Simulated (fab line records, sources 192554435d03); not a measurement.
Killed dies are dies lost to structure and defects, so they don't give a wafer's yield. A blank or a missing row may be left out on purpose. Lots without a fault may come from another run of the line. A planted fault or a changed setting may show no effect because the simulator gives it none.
Split-lot experiment | flow n5_finfet | 7 lots, 39 wafers read, on a route of 1938 steps

THE SPLIT
At N5_SD_EPI_P_ETCH_36 (etches SiARC in CF4, target depth 45.5 nm, time 75.8 s), the setting bias_w was moved away from the recipe's 36 W on 12 of the 39 wafers read, by -11.8% to +19.0%. The other wafers ran this setting at the recipe's value.

The reading is taken at the split's own step.

THE READING
rf_vpp_V, in V, at N5_SD_EPI_P_ETCH_36 (etches SiARC in CF4, target depth 45.5 nm, time 75.8 s). Fault-free wafers of this fab line usually give 184.0 V, standard deviation 1.1 V.

wafer  | tool, chamber at the split | bias_w as run, W | against the recipe | rf_vpp_V, V | against lot-mates on the recipe
L075.3 | rie_diel-01, 3             | 36               | recipe             | 184.2       | -
L075.5 | rie_diel-01, 0             | 36               | recipe             | 184.8       | -
L075.6 | rie_diel-01, 1             | 36               | recipe             | 181.9       | -
L076.1 | rie_diel-06, 0             | 36               | recipe             | 185.7       | -
L076.2 | rie_diel-06, 3             | 36               | recipe             | 181.2       | -
L076.3 | rie_diel-06, 2             | 36               | recipe             | 184.6       | -
L076.4 | rie_diel-06, 1             | 36               | recipe             | 183.5       | -
L076.5 | rie_diel-06, 2             | 36               | recipe             | 185.4       | -
L076.6 | rie_diel-06, 1             | 36               | recipe             | 184.6       | -
L088.1 | rie_diel-03, 2             | 36               | recipe             | 185.0       | -
L088.2 | rie_diel-03, 1             | 34.03            | -5.5%              | 178.7       | -5.3
L088.3 | rie_diel-03, 0             | 34.03            | -5.5%              | 175.8       | -8.2
L088.4 | rie_diel-03, 3             | 36               | recipe             | 183.7       | -
L088.5 | rie_diel-03, 0             | 36               | recipe             | 183.4       | -
L088.6 | rie_diel-03, 3             | 34.03            | -5.5%              | 178.4       | -5.6
L091.1 | rie_diel-06, 0             | 36               | recipe             | 185.9       | -
L091.2 | rie_diel-06, 3             | 36               | recipe             | 182.2       | -
L091.3 | rie_diel-06, 2             | 36               | recipe             | 183.5       | -
L091.4 | rie_diel-06, 1             | 36               | recipe             | 185.4       | -
L091.5 | rie_diel-06, 1             | 36               | recipe             | 183.0       | -
L091.6 | rie_diel-06, 0             | 36               | recipe             | 185.4       | -
L093.1 | rie_diel-01, 2             | 36               | recipe             | 185.3       | -
L093.2 | rie_diel-01, 1             | 31.77            | -11.8%             | 169.3       | -15.2
L093.3 | rie_diel-01, 3             | 31.77            | -11.8%             | 171.8       | -12.7
L093.4 | rie_diel-01, 0             | 36               | recipe             | 184.2       | -
L093.5 | rie_diel-01, 2             | 31.77            | -11.8%             | 168.9       | -15.6
L093.6 | rie_diel-01, 1             | 36               | recipe             | 183.9       | -
L094.1 | rie_diel-01, 2             | 42.85            | +19.0%             | 207.1       | +23.1
L094.2 | rie_diel-01, 3             | 36               | recipe             | 185.1       | -
L094.3 | rie_diel-01, 1             | 36               | recipe             | 181.9       | -
L094.4 | rie_diel-01, 0             | 42.85            | +19.0%             | 205.6       | +21.6
L094.5 | rie_diel-01, 3             | 42.85            | +19.0%             | 205.3       | +21.3
L094.6 | rie_diel-01, 2             | 36               | recipe             | 185.0       | -
L095.1 | rie_diel-06, 3             | 33.91            | -5.8%              | 175.7       | -7.0
L095.2 | rie_diel-06, 2             | 33.91            | -5.8%              | 177.8       | -4.9
L095.3 | rie_diel-06, 0             | 33.91            | -5.8%              | 177.7       | -5.0
L095.4 | rie_diel-06, 1             | 36               | recipe             | 182.3       | -
L095.5 | rie_diel-06, 2             | 36               | recipe             | 183.1       | -
L095.6 | rie_diel-06, 3             | 36               | recipe             | 182.8       | -

THE FIT
A straight line over all 39 wafers: rf_vpp_V changes by +1.17 V for each +1% of bias_w; r = +0.99; the points scatter about the line by 1.3 V.
The same after taking each lot's own level away (the mean of its wafers on the recipe; 39 wafers): +1.16 V for each +1%; r = +0.99; scatter 1.3 V.
On that fit, the largest move of bias_w shifts the reading by 22 V.
The lots' own levels span 182.73 to 184.47 V, that is 1.6 times the standard deviation above.
So the lot-to-lot level changes the slope little: the two slopes agree.
Check: with one of the wafers moved furthest among these (+19.0%) left out of the fit, the line predicts +21.9 V for it against its lot-mates. It came out at +23.1 V against them.
Tool readings at the split's step, against how far the setting was moved: rf_vpp_V r = +0.99.

OTHER SPLITS ON THESE WAFERS
These wafers also went through other splits before the reading. Each is held against what the fit with the lots' levels taken away leaves over:
other split on the same wafers    | wafers away from the commonest value | r with rf_vpp_V (lot level and that fit taken away)
N5_WELL_APT_IMPLANT_14 energy_kev | 9                                    | -0.16
N5_DUMMY_GATE_ETCH_37 source_w    | 15                                   | -0.26
N5_DUMMY_GATE_ETCH_42 bias_w      | 12                                   | +0.05

THE FILE'S OWN FIT
rf_vpp_V changes by +1.16 V for each +1% of bias_w, r = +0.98.
